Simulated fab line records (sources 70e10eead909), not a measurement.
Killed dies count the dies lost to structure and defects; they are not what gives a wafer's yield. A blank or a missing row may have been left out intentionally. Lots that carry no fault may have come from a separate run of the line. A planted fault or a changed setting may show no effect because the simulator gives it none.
fab line records	flow nandHarc	part 1 of 2: steps 1 to 24 of 33
record: lots: 5	wafers: 15	lastDay: 32
route steps=1302 shown A_STAIRCASE@843
lots with no fault: from the same line, run without faults
startH: hours from the record's first day to the start of the lot's first wafer shown	waitH: hours from the lot's prior step to this one	" same as the row above	L1.1+2: one row covering several wafers at once	- no value, or no start was given	* or withheld: withheld	< > ~ a bound
route shown NAME@n: a module of which the file shows steps, and the number in the route of the first	usual: average and standard deviation across the fault-free wafers	same: alike in all rows	chamber/n: place in a boat	sites: each site's reading	_std_site: the standard deviation of these	_edge_site: mean of outer sites minus mean of inner sites	radiusMm: for every site, how far away it sits from the centre of the wafer	mask NAME#n: copy n	behind: the most recent tool/chamber to have shaped the wafer	hold: why the lot was held/for how many hours/how that ended	device: the transistor (n, p or np) that didn't switch	end of line: the route-end tests of the same wafers	a step given without rows: its recipe and nothing more	killed: at the first sort, the dies lost to defects and structure; wafer yield is something else	map: a wafer's dies, x killed, . not, _ none there
set.NAME: the run value of the setting; set.NAME@STEP: its run value at that earlier step	model.NAME: the simulator's own value behind a step, which no gauge read
certain route steps with their lots: each step a table, each wafer a row
services: a tool's chamber out of use, with start hour (startH, from the record's first day; less than 0 if before it), hours out, and reason
== steps ==
step: NHARC_A_STAIRCASE_STRIP_476
recipe: timeS: 20	o2FlowSccm: 500	arFlowSccm: 0	biasW: 0	chemistry: O2
usual: drypumpMotorCurrentA: 5.6/0.51	oesProductAu: 1.000/0.0067	rfVppV: 57.6/0.94	showerheadPlenumPTorr: 3.47/0.13	throttleValvePct: 17.037/0.0094
lot.wafer	tool	chamber	startH	waitH	drypumpMotorCurrentA	oesProductAu	rfHoursCounterH	rfVppV	showerheadPlenumPTorr	throttleValvePct
L075.1	rieDiel-02	2	385.71	0.4	5.7	1.006	49	57.4	3.57	17.039
L075.2	"	3	"	"	5.6	1.010	54	58.8	3.31	17.037
L075.6	"	2	"	"	5.7	0.994	-	58.2	3.57	17.042
L074.1	rieDiel-04	3	402.59	0.1	6.2	0.992	11	58.6	3.57	17.022
L074.2	"	2	"	"	5.1	0.991	12	57.9	3.35	17.032
L074.5	"	3	"	"	6.2	0.986	-	57.6	3.57	17.016
L077.2	rieDiel-02	1	411.24	0.2	5.7	0.996	3	57.7	3.81	17.029
L077.3	"	3	"	"	5.7	1.009	2	56.4	3.31	17.022
L077.5	"	1	"	"	5.7	0.988	-	58.2	3.81	17.039
L091.2	rieDiel-05	3	565.52	0.1	4.9	0.997	48	58.2	3.36	17.046
L091.4	"	0	"	"	6.2	0.998	50	58.0	3.49	17.023
L091.1	"	2	"	"	6.3	0.990	49	55.9	3.44	17.024
L094.4	rieDiel-05	3	598.76	0.1	4.8	1.002	2	58.2	3.36	17.051
L094.1	"	0	"	"	6.1	1.000	2	57.3	3.49	17.050
L094.5	"	0	"	"	6.1	0.987	-	57.0	3.49	17.049
step: NHARC_A_STAIRCASE_DEP_417
recipe: targetThkA: 600	stepCoveragePct: 20	tempC: 400	targetThkNm: 60	flowSccm: 200	rfW: 450	material: Si3N4
usual: heaterPowerW: 789/100
lot.wafer	tool	chamber	startH	waitH	heaterPowerW
L075.1	pecvd-01	1	385.81	-	736
L075.2	"	2	"	"	580
L075.6	"	2	"	"	583
L074.1	pecvd-01	1	402.68	-	854
L074.2	"	2	"	"	654
L074.5	"	1	"	"	868
L077.3	pecvd-04	0	411.33	-	1007
L077.2	"	1	"	"	749
L077.5	"	1	"	"	757
L091.1	pecvd-04	2	565.67	-	867
L091.2	"	0	"	"	893
L091.4	"	2	"	"	863
L094.1	pecvd-04	0	598.95	-	946
L094.5	"	1	"	"	780
L094.4	"	0	"	"	963
step: NHARC_A_STAIRCASE_WET_418
recipe: tempC: 160	targetDepthA: 200	chemistry: H3PO4
usual: bathHeatDutyPct: 25.3/2.1	tempC: 160.03/0.14
lot.wafer	tool	chamber	startH	waitH	bathHeatDutyPct	tempC
L075.1	wetH3po4-01	0	387.81	-	22.2	160.06
L075.2	"	0	"	"	25.1	160.17
L075.6	"	0	"	"	23.7	160.09
L074.1	wetH3po4-02	1	404.68	-	23.6	159.92
L074.2	"	1	"	"	24.1	159.87
L074.5	"	1	"	"	22.8	160.14
L077.2	wetH3po4-01	0	413.77	-	23.8	159.94
L077.3	"	0	"	"	24.9	159.87
L077.5	"	0	"	"	23.2	160.03
L091.1	wetH3po4-01	0	566.08	-	26.4	159.77
L091.2	"	0	"	"	25.6	160.10
L091.4	"	0	"	"	26.1	160.08
L094.1	wetH3po4-01	0	600.86	-	26.0	160.04
L094.4	"	0	"	"	24.9	159.98
L094.5	"	0	"	"	24.8	159.92
step: NHARC_A_STAIRCASE_PRECLEAN_419
recipe: timeS: *	tempC: 50	bathAgeMin: 0	chemistry: SC1
usual: bathHeatDutyPct: 7.2/0.92	nh4ohFlowMLMin: 28.31/0.094	sc1H2o2EndMolL: 0.3697/0.00068	tempC: 50.00/0.11
lot.wafer	tool	chamber	startH	waitH	bathHeatDutyPct	nh4ohFlowMLMin	sc1H2o2EndMolL	tempC
L075.6	wetBench-01	1	388.39	0.0	7.1	28.28	0.3688	49.98
L075.1	"	2	"	"	8.7	28.18	0.3693	50.18
L075.2	"	4	"	"	6.7	28.31	0.3693	49.97
L074.5	wetBench-01	3	405.25	0.0	7.7	28.15	0.3699	50.19
L074.1	"	5	"	"	7.1	28.34	0.3689	49.93
L074.2	"	6	"	"	9.1	28.49	0.3700	49.87
L077.3	wetBench-09	0	414.35	0.0	7.5	28.31	0.3701	50.15
L077.2	"	3	"	"	6.4	28.31	0.3691	50.10
L077.5	"	4	"	"	7.6	28.39	0.3688	49.91
L091.4	wetBench-04	1	566.66	0.0	7.9	28.26	0.3700	49.90
L091.1	"	3	"	"	7.5	28.22	0.3689	49.72
L091.2	"	6	"	"	7.1	28.41	0.3679	50.01
L094.1	wetBench-04	6	601.44	0.0	6.3	28.23	0.3697	49.96
L094.5	"	7	"	"	5.7	28.38	0.3690	49.95
L094.4	"	1	"	"	7.9	28.32	0.3698	50.04
step: NHARC_A_STAIRCASE_SRD_421
lot.wafer	tool	chamber	startH	waitH
L075.6+1+2	wetBench-01	1,2,4	-	-
L074.5+1+2	wetBench-01	3,5,6	-	-
L077.3+2+5	wetBench-09	0,3,4	-	-
L091.4+1+2	wetBench-04	1,3,6	-	-
L094.1+5+4	wetBench-04	6,7,1	-	-
step: NHARC_A_STAIRCASE_ALD_420
recipe: targetThkA: 200	pulseTimeS: 6	aldCycles: 200	tempC: 300	material: SiO2
usual: heaterPowerW: 477/38	precursorPulseHeightRel: 0.998/0.021
lot.wafer	tool	chamber	startH	waitH	heaterPowerW	precursorPulseHeightRel
L075.2	aldHk-03	2	388.52	-	505	0.998
L075.1	"	0	"	"	558	0.998
L075.6	"	3	"	"	427	1.016
L074.1	aldHk-03	3	405.39	-	428	0.984
L074.2	"	2	"	"	481	1.018
L074.5	"	0	"	"	540	1.023
L077.3	aldHk-03	2	414.65	-	474	1.019
L077.2	"	0	"	"	546	1.022
L077.5	"	2	"	"	474	0.997
L091.2	aldHk-02	3	567.23	-	461	1.028
L091.4	"	1	"	"	487	0.975
L091.1	"	2	"	"	435	0.974
L094.4	aldHk-01	3	601.58	-	454	0.987
L094.1	"	1	"	"	466	1.068
L094.5	"	3	"	"	459	1.004
step: NHARC_A_STAIRCASE_CVD_552
recipe: targetThkA: 400	tempC: 700	pressureMtorr: 300	material: SiNx
usual: zonePowerTopPct: 22.7/2.2
lot.wafer	tool	chamber	startH	waitH	zonePowerTopPct
L075.1	lpcvd-01	1	-	-	20.4
L075.2	"	1	"	"	20.6
L075.6	"	1	"	"	20.9
L074.1	lpcvd-01	0	-	-	24.8
L074.2	"	0	"	"	24.4
L074.5	"	0	"	"	24.9
L077.2	lpcvd-02	1	-	-	19.2
L077.3	"	1	"	"	19.2
L077.5	"	1	"	"	19.2
L091.1	lpcvd-01	0	-	-	24.1
L091.2	"	0	"	"	24.3
L091.4	"	0	"	"	24.4
L094.1	lpcvd-01	0	-	-	24.5
L094.4	"	0	"	"	24.3
L094.5	"	0	"	"	25.0
step: NHARC_A_STAIRCASE_DEP_151
recipe: targetThkA: 72000	tempC: 400	targetThkNm: 7200	teosFlowSccm: 200	rfW: 500	material: SiO2
usual: heaterPowerW: 686/100
lot.wafer	tool	chamber	startH	waitH	heaterPowerW
L075.1	pecvd-04	1	396.66	0.4	765
L075.2	"	2	"	"	800
L075.6	"	2	"	"	652
L074.1	pecvd-03	0	413.54	0.4	627
L074.2	"	1	"	"	617
L074.5	"	1	"	"	610
L077.3	pecvd-03	0	422.58	0.4	663
L077.2	"	2	"	"	662
L077.5	"	1	"	"	623
L091.2	pecvd-04	2	575.33	0.4	810
L091.1	"	0	"	"	948
L091.4	"	1	"	"	622
L094.1	pecvd-01	2	607.50	0.8	539
L094.5	"	1	"	"	727
L094.4	"	2	"	"	512
step: NHARC_A_STAIRCASE_ANNEAL_320
recipe: tempC: 750	timeS: 1800
usual: tubeCenterTempC: 750.01/0.073	zonePowerTopPct: 25.1/1.2
lot.wafer	tool	chamber	startH	waitH	tubeCenterTempC	zonePowerTopPct
L075.1	furnace-01	0	403.87	-	750.06	26.9
L075.2	"	0	"	"	749.91	26.4
L075.6	"	0	"	"	749.97	26.7
L074.1	furnace-08	0	421.55	7.9	750.01	24.9
L074.2	"	0	"	"	750.04	25.2
L074.5	"	0	"	"	749.96	24.4
L077.2	furnace-08	0	428.79	-	750.08	24.7
L077.3	"	0	"	"	749.92	24.9
L077.5	"	0	"	"	749.99	24.8
L091.1	furnace-06	0	579.79	-	750.2	23.8
L091.2	"	0	"	"	750.01	24.2
L091.4	"	0	"	"	749.93	23.9
L094.1	furnace-06	0	612.05	-	749.89	24.0
L094.4	"	0	"	"	750.02	23.5
L094.5	"	0	"	"	749.97	24.0
step: NHARC_A_STAIRCASE_DEP_322
recipe: targetThkA: 72000	tempC: 400	targetThkNm: 7200	teosFlowSccm: 200	rfW: 500	material: SiO2
usual: heaterPowerW: 686/98
lot.wafer	tool	chamber	startH	waitH	heaterPowerW
L075.2	pecvd-04	2	407.34	0.2	771
L075.1	"	0	"	"	875
L075.6	"	1	"	"	616
L074.1	pecvd-04	2	424.90	0.1	740
L074.2	"	1	"	"	712
L074.5	"	0	"	"	787
L077.3	pecvd-01	0	432.24	0.1	778
L077.2	"	1	"	"	797
L077.5	"	0	"	"	638
L091.1	pecvd-03	2	583.20	0.2	579
L091.2	"	0	"	"	713
L091.4	"	2	"	"	568
L094.1	pecvd-01	0	615.57	0.2	732
L094.4	"	0	"	"	633
L094.5	"	1	"	"	730
step: NHARC_A_STAIRCASE_ANNEAL_323
recipe: tempC: 750	timeS: 1800
usual: tubeCenterTempC: 750.01/0.066	zonePowerTopPct: 25.1/1.1
lot.wafer	tool	chamber	startH	waitH	tubeCenterTempC	zonePowerTopPct
L075.1	furnace-01	0	413.76	-	749.94	26.5
L075.2	"	0	"	"	749.91	27.1
L075.6	"	0	"	"	749.97	26.7
L074.1	furnace-01	0	429.46	-	750	26.7
L074.2	"	0	"	"	749.99	26.8
L074.5	"	0	"	"	749.82	26.8
L077.2	furnace-01	0	439.13	-	750.08	26.5
L077.3	"	0	"	"	749.99	26.8
L077.5	"	0	"	"	750.08	26.3
L091.1	furnace-06	0	587.55	-	749.84	24.0
L091.2	"	0	"	"	750.05	24.2
L091.4	"	0	"	"	750.07	24.0
L094.1	furnace-08	0	621.93	-	749.94	24.7
L094.4	"	0	"	"	749.98	25.1
L094.5	"	0	"	"	750.07	25.1
step: NHARC_A_STAIRCASE_DEP_325
recipe: targetThkA: 72000	tempC: 400	targetThkNm: 7200	teosFlowSccm: 200	rfW: 500	material: SiO2
usual: heaterPowerW: 697/99
lot.wafer	tool	chamber	startH	waitH	heaterPowerW
L075.1	pecvd-03	0	417.09	0.1	740
L075.2	"	1	"	"	725
L075.6	"	1	"	"	607
L074.1	pecvd-04	1	432.86	0.1	664
L074.2	"	2	"	"	707
L074.5	"	0	"	"	814
L077.3	pecvd-03	2	442.64	0.2	649
L077.2	"	0	"	"	733
L077.5	"	0	"	"	615
L091.2	pecvd-03	2	591.07	0.2	690
L091.1	"	0	"	"	726
L091.4	"	0	"	"	629
L094.1	pecvd-01	1	625.32	0.1	847
L094.5	"	2	"	"	519
L094.4	"	0	"	"	650
step: NHARC_A_STAIRCASE_ANNEAL_326
recipe: tempC: 750	timeS: 1800
usual: tubeCenterTempC: 749.99/0.067	zonePowerTopPct: 25.4/1.1
lot.wafer	tool	chamber	startH	waitH	tubeCenterTempC	zonePowerTopPct
L075.1	furnace-01	0	422.69	5.5	750.06	26.0
L075.2	"	0	"	"	749.98	26.8
L075.6	"	0	"	"	749.96	26.6
L074.1	furnace-08	0	439.89	-	749.92	24.7
L074.2	"	0	"	"	750.01	24.6
L074.5	"	0	"	"	750.06	25.0
L077.2	furnace-01	0	448.10	-	750.12	26.8
L077.3	"	0	"	"	749.91	26.6
L077.5	"	0	"	"	750.02	26.8
L091.1	furnace-01	0	595.35	-	749.95	26.6
L091.2	"	0	"	"	750.06	26.6
L091.4	"	0	"	"	750.03	26.8
L094.1	furnace-08	0	630.80	-	750.02	24.8
L094.4	"	0	"	"	749.98	24.9
L094.5	"	0	"	"	749.89	25.0
step: NHARC_A_STAIRCASE_DEHYDRATE_433
recipe: tempC: 150	timeS: 120
usual: chillPlateTempC: 22.99/0.1
lot.wafer	tool	chamber	startH	waitH	chillPlateTempC
L075.1	lithoTrack-03	0	426.11	0.1	22.93
L075.2	"	0	"	"	22.94
L075.6	"	0	"	"	22.94
L074.1	lithoTrack-07	0	443.28	0.1	23.03
L074.2	"	0	"	"	22.95
L074.5	"	0	"	"	22.94
L077.2	lithoTrack-07	0	451.45	0.1	23.08
L077.3	"	0	"	"	23.14
L077.5	"	0	"	"	23.10
L091.1	lithoTrack-03	0	598.74	0.1	22.92
L091.2	"	0	"	"	22.93
L091.4	"	0	"	"	22.90
L094.1	lithoTrack-07	0	634.19	0.1	23.00
L094.4	"	0	"	"	22.99
L094.5	"	0	"	"	22.98
step: NHARC_A_STAIRCASE_HMDS_434
recipe: timeS: 30
usual: chillPlateTempC: 23.02/0.12
lot.wafer	tool	chamber	startH	waitH	chillPlateTempC
L075.1	lithoTrack-03	0	-	-	22.91
L075.2	"	0	"	"	23.09
L075.6	"	0	"	"	23.02
L074.1	lithoTrack-07	0	-	-	23.14
L074.2	"	0	"	"	22.98
L074.5	"	0	"	"	23.01
L077.2	lithoTrack-07	0	-	-	23.22
L077.3	"	0	"	"	23.26
L077.5	"	0	"	"	23.17
L091.1	lithoTrack-03	0	-	-	23.10
L091.2	"	0	"	"	23.14
L091.4	"	0	"	"	23.01
L094.1	lithoTrack-07	0	-	-	23.15
L094.4	"	0	"	"	23.25
L094.5	"	0	"	"	23.27
step: NHARC_A_STAIRCASE_COAT_435
recipe: spinRpm: 1200
usual: chillPlateTempC: 23.01/0.1
lot.wafer	tool	chamber	startH	waitH	chillPlateTempC
L075.1	lithoTrack-03	0	-	-	23.05
L075.2	"	0	"	"	22.99
L075.6	"	0	"	"	23.01
L074.1	lithoTrack-07	0	-	-	23.10
L074.2	"	0	"	"	23.04
L074.5	"	0	"	"	23.07
L077.2	lithoTrack-07	0	-	-	22.89
L077.3	"	0	"	"	23.07
L077.5	"	0	"	"	23.00
L091.1	lithoTrack-03	0	-	-	22.81
L091.2	"	0	"	"	22.96
L091.4	"	0	"	"	22.94
L094.1	lithoTrack-07	0	-	-	23.06
L094.4	"	0	"	"	23.05
L094.5	"	0	"	"	23.00
step: NHARC_A_STAIRCASE_SOFTBAKE_436
recipe: tempC: 135	timeS: 170
usual: chillPlateTempC: 23.00/0.11
lot.wafer	tool	chamber	startH	waitH	chillPlateTempC
L075.1	lithoTrack-03	0	-	-	23.14
L075.2	"	0	"	"	23.06
L075.6	"	0	"	"	23.14
L074.1	lithoTrack-07	0	-	-	22.91
L074.2	"	0	"	"	22.95
L074.5	"	0	"	"	22.82
L077.2	lithoTrack-07	0	-	-	23.10
L077.3	"	0	"	"	23.01
L077.5	"	0	"	"	23.23
L091.1	lithoTrack-03	0	-	-	23.01
L091.2	"	0	"	"	23.10
L091.4	"	0	"	"	23.02
L094.1	lithoTrack-07	0	-	-	23.07
L094.4	"	0	"	"	23.12
L094.5	"	0	"	"	22.85
step: NHARC_A_STAIRCASE_EBR_437
usual: chillPlateTempC: 22.99/0.11
lot.wafer	tool	chamber	startH	waitH	chillPlateTempC
L075.1	lithoTrack-03	0	-	-	22.87
L075.2	"	0	"	"	22.84
L075.6	"	0	"	"	22.81
L074.1	lithoTrack-07	0	-	-	22.99
L074.2	"	0	"	"	22.97
L074.5	"	0	"	"	23.21
L077.2	lithoTrack-07	0	-	-	22.91
L077.3	"	0	"	"	22.94
L077.5	"	0	"	"	22.99
L091.1	lithoTrack-03	0	-	-	23.17
L091.2	"	0	"	"	23.09
L091.4	"	0	"	"	22.99
L094.1	lithoTrack-07	0	-	-	23.11
L094.4	"	0	"	"	22.96
L094.5	"	0	"	"	23.06
step: NHARC_A_STAIRCASE_EXPOSE_438
recipe: na: 0.5	doseMj: 28.97	maskId: STAIR_REV
lot.wafer	tool	chamber	startH	waitH	mask
L075.1+2+6	krfScanner-03	0	426.60	-	STAIR_REV#0
L074.1+2+5	krfScanner-02	0	443.61	-	STAIR_REV#0
L077.2+3+5	krfScanner-02	0	451.67	-	STAIR_REV#0
L091.1+2+4	krfScanner-04	0	599.20	-	STAIR_REV#0
L094.1+4+5	krfScanner-02	0	634.52	-	STAIR_REV#0
step: NHARC_A_STAIRCASE_PEB_439
recipe: pebTempC: 115	pebTimeS: 130
usual: chillPlateTempC: 23.02/0.097
lot.wafer	tool	chamber	startH	waitH	chillPlateTempC
L075.1	lithoTrack-03	0	426.67	0.1	23.12
L075.2	"	0	"	"	23.09
L075.6	"	0	"	"	23.33
L074.1	lithoTrack-02	0	443.68	0.1	22.95
L074.2	"	0	"	"	23.19
L074.5	"	0	"	"	23.19
L077.2	lithoTrack-02	0	451.73	0.1	23.01
L077.3	"	0	"	"	23.07
L077.5	"	0	"	"	23.04
L091.1	lithoTrack-07	0	599.27	0.1	22.98
L091.2	"	0	"	"	22.86
L091.4	"	0	"	"	23.06
L094.1	lithoTrack-07	0	634.59	0.1	22.94
L094.4	"	0	"	"	23.02
L094.5	"	0	"	"	23.07
step: NHARC_A_STAIRCASE_DEVELOP_440
recipe: timeS: 140
usual: chillPlateTempC: 22.99/0.11
lot.wafer	tool	chamber	startH	waitH	chillPlateTempC
L075.1	lithoTrack-03	0	-	-	22.82
L075.2	"	0	"	"	22.93
L075.6	"	0	"	"	22.95
L074.1	lithoTrack-02	0	-	-	22.84
L074.2	"	0	"	"	22.99
L074.5	"	0	"	"	23.09
L077.2	lithoTrack-02	0	-	-	23.00
L077.3	"	0	"	"	23.06
L077.5	"	0	"	"	22.81
L091.1	lithoTrack-07	0	-	-	22.93
L091.2	"	0	"	"	22.94
L091.4	"	0	"	"	22.81
L094.1	lithoTrack-07	0	-	-	22.84
L094.4	"	0	"	"	22.90
L094.5	"	0	"	"	23.06
step: NHARC_A_STAIRCASE_HARDBAKE_442
recipe: tempC: 120	timeS: 140
usual: chillPlateTempC: 23.00/0.099
lot.wafer	tool	chamber	startH	waitH	chillPlateTempC
L075.1	lithoTrack-03	0	426.89	-	22.90
L075.2	"	0	"	"	22.95
L075.6	"	0	"	"	22.96
L074.1	lithoTrack-07	0	443.89	-	23.10
L074.2	"	0	"	"	22.95
L074.5	"	0	"	"	23.12
L077.2	lithoTrack-07	0	451.95	-	23.02
L077.3	"	0	"	"	23.07
L077.5	"	0	"	"	23.12
L091.1	lithoTrack-03	0	599.50	-	23.10
L091.2	"	0	"	"	23.07
L091.4	"	0	"	"	22.86
L094.1	lithoTrack-07	0	634.80	-	23.10
L094.4	"	0	"	"	23.04
L094.5	"	0	"	"	23.13
step: NHARC_A_STAIRCASE_DESCUM_443
recipe: timeS: 3	o2FlowSccm: 200	arFlowSccm: 0	biasPowerW: 0	chemistry: O2
usual: drypumpMotorCurrentA: 5.6/0.5	oesProductAu: 1.000/0.0079	rfVppV: 57.7/0.94	showerheadPlenumPTorr: 1.89/0.081	throttleValvePct: 11.311/0.009
lot.wafer	tool	chamber	startH	waitH	drypumpMotorCurrentA	oesProductAu	rfHoursCounterH	rfVppV	showerheadPlenumPTorr	throttleValvePct
L075.2	rieDiel-02	2	427.00	-	5.7	1.015	7	57.4	1.93	11.313
L075.1	"	0	"	"	5.1	0.991	7	57.3	1.84	11.311
L075.6	"	0	"	"	5.1	1.003	-	56.0	1.84	11.310
L074.2	rieDiel-05	0	443.99	-	6.1	1.008	6	57.4	1.91	11.310
L074.1	"	3	"	"	4.9	0.994	6	57.7	1.83	11.321
L074.5	"	1	"	"	4.8	0.995	-	58.3	1.96	11.307
L077.3	rieDiel-02	0	452.04	-	5.1	1.013	14	58.0	1.84	11.339
L077.2	"	2	"	"	5.7	1.010	14	58.3	1.93	11.301
L077.5	"	1	"	"	5.7	1.012	-	60.1	2.07	11.303
L091.4	rieDiel-05	1	599.59	-	4.7	0.990	1	58.1	1.94	11.313
L091.2	"	2	"	"	6.2	0.994	2	58.3	1.86	11.311
L091.1	"	3	"	"	4.9	0.985	2	56.8	1.81	11.315
L094.1	rieDiel-05	0	634.91	-	6.1	1.001	10	58.3	1.89	11.305
L094.4	"	1	"	"	4.7	0.999	18	57.9	1.94	11.326
L094.5	"	0	"	"	6.1	1.005	-	57.1	1.89	11.318
step: NHARC_A_STAIRCASE_ETCH_444
recipe: targetDepthA: 2.04e+05	timeS: 6800	c4f8FlowSccm: 20	o2FlowSccm: 10	arFlowSccm: withheld	rfW: 600	biasW: 1000	chemistry: C4F8/O2
usual: oesProductAu: 0.936/0.018	rfVppV: 806/4.6
lot.wafer	tool	chamber	startH	waitH	oesProductAu	rfHoursCounterH	rfVppV
L075.2	rieDiel-02	2	427.09	0.1	0.966	8	808
L075.1	"	0	"	"	0.966	8	803
L075.6	"	0	429.60	2.5	0.953	-	804
L074.1	rieDiel-05	0	444.07	0.1	0.960	7	807
L074.2	"	2	"	"	0.971	7	804
L074.5	"	0	"	"	0.964	-	807
L077.3	rieDiel-02	2	452.77	0.7	0.930	15	807
L077.2	"	0	"	"	0.929	15	802
L077.5	"	2	454.67	2.6	0.922	-	809
L091.2	rieDiel-05	2	599.68	0.1	0.953	2	804
L091.4	"	3	"	"	0.977	3	801
L091.1	"	0	"	"	0.985	3	808
L094.4	rieDiel-05	2	634.98	0.1	0.925	18	804
L094.1	"	0	"	"	0.924	11	806
L094.5	"	3	637.34	2.4	0.937	-	801
